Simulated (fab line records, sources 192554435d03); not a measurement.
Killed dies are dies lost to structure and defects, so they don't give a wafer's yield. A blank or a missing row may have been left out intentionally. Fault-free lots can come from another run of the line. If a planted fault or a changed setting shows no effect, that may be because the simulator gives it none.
Split-lot experiment -- flow n5-finfet -- 39 wafers read across 7 lots, on a route 1938 steps long

ABOUT THE SPLIT
At N5_GATE_CUT_ALD_22 (deposits SiNx, target thk 16 nm, pulse time 1 s, ald cycles 320), the setting ald-cycles was moved away from the recipe's 320 on 15 of the 39 wafers read, by -10.9% to +17.5%. This setting was run at the recipe's value on the other wafers.

The reading is taken at the split's own step.

THE READING
SiNx_of_GATE_CUT_ALD_22.thk-nm (the simulator's own value, which no gauge read), in nm, at N5_GATE_CUT_ALD_22 (deposits SiNx, target thk 16 nm, pulse time 1 s, ald cycles 320). No usual value for it is given in the file. Average 16.0 nm, standard deviation 0.066 nm, over the 24 wafers here run with the recipe.

wafer,"tool, chamber at the split",ald-cycles as run,against the recipe,"SiNx_of_GATE_CUT_ALD_22.thk-nm, nm",against lot-mates on the recipe
L074.1,"ald-sin-04, 1,3,0",320,recipe,16,-
L074.3,"ald-sin-04, 1,3,0",320,recipe,16,-
L074.4,"ald-sin-04, 1,3,0",320,recipe,16,-
L074.2,"ald-sin-04, 2,0,1",295,-7.8%,14.6,-1.4
L074.5,"ald-sin-04, 2,0,1",295,-7.8%,14.6,-1.4
L074.6,"ald-sin-04, 2,0,1",295,-7.8%,14.6,-1.4
L080.1,"ald-sin-04, 0,2,2",320,recipe,16,-
L080.4,"ald-sin-04, 0,2,2",320,recipe,16,-
L080.5,"ald-sin-04, 0,2,2",320,recipe,16,-
L083.1,"ald-sin-04, 2,1,3",320,recipe,16,-
L083.3,"ald-sin-04, 2,1,3",320,recipe,16,-
L083.6,"ald-sin-04, 2,1,3",320,recipe,16,-
L083.2,"ald-sin-04, 3,0,2",347,+8.4%,17.4,+1.4
L083.4,"ald-sin-04, 3,0,2",347,+8.4%,17.4,+1.4
L083.5,"ald-sin-04, 3,0,2",347,+8.4%,17.4,+1.4
L086.1,"ald-sin-02, 2",285,-10.9%,14.4,-1.7
L086.2,"ald-sin-02, 1,2",320,recipe,16,-
L086.5,"ald-sin-02, 1,2",320,recipe,16,-
L086.3,"ald-sin-02, 0",320,recipe,16.2,-
L086.4,"ald-sin-02, 3",285,-10.9%,14.2,-1.9
L086.6,"ald-sin-02, 3",285,-10.9%,14.2,-1.9
L089.1,"ald-sin-03, 1,2,0",320,recipe,16,-
L089.2,"ald-sin-03, 1,2,0",320,recipe,16,-
L089.3,"ald-sin-03, 1,2,0",320,recipe,16,-
L089.4,"ald-sin-03, 3,3,0",287,-10.3%,14.4,-1.6
L089.5,"ald-sin-03, 3,3,0",287,-10.3%,14.4,-1.6
L089.6,"ald-sin-03, 3,3,0",287,-10.3%,14.4,-1.6
L090.1,"ald-sin-03, 3,2",320,recipe,16.2,-
L090.5,"ald-sin-03, 3,2",320,recipe,16.2,-
L090.2,"ald-sin-03, 2,1,0,1",320,recipe,16,-
L090.3,"ald-sin-03, 2,1,0,1",320,recipe,16,-
L090.4,"ald-sin-03, 2,1,0,1",320,recipe,16,-
L090.6,"ald-sin-03, 2,1,0,1",320,recipe,16,-
L096.1,"ald-sin-04, 3,0,1",376,+17.5%,18.8,+2.8
L096.3,"ald-sin-04, 3,0,1",376,+17.5%,18.8,+2.8
L096.4,"ald-sin-04, 3,0,1",376,+17.5%,18.8,+2.8
L096.2,"ald-sin-04, 2,0,3",320,recipe,16,-
L096.5,"ald-sin-04, 2,0,3",320,recipe,16,-
L096.6,"ald-sin-04, 2,0,3",320,recipe,16,-
If several chambers appear in one row, that row covers several wafers at once and the file leaves open which wafer was in which chamber.

THE FIT
A straight line over all 39 wafers: SiNx_of_GATE_CUT_ALD_22.thk-nm changes by +0.161 nm for each +1% of ald-cycles; r = +1.00; the points scatter about the line by 0.077 nm.
The same after taking each lot's own level away (the mean of its wafers on the recipe; 39 wafers): +0.162 nm for each +1%; r = +1.00; scatter 0.07 nm.
On that fit, the largest move of ald-cycles shifts the reading by 2.8 nm.
The lots' own levels span 16.00 to 16.07 nm, that is 1.0 times the standard deviation above.
The two slopes agree, so the slope changes little with the lot-to-lot level.
Check: +2.84 nm against its lot-mates is what the line predicts for one of the wafers moved furthest among these (+17.5%) when that wafer is left out of the fit. Against them it came out at +2.8 nm.

OTHER SPLITS ON THESE WAFERS
Note: prior to the reading, these wafers also went through further splits. Each is held against what the fit with the lots' levels taken away leaves over:
other split on the same wafers,wafers away from the commonest value,r with SiNx_of_GATE_CUT_ALD_22.thk-nm (lot level and that fit taken away)
N5_DUMMY_GATE_ETCH_37 source-w,9,+0.16
N5_SD_EPI_P_EPI_21 temp-c,12,+0.21
N5_HKMG_FIN_ETCH_31 bias-w,15,+0.10

FILE'S OWN FIT
SiNx_of_GATE_CUT_ALD_22.thk-nm changes by +0.162 nm for each +1% of ald-cycles, r = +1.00.
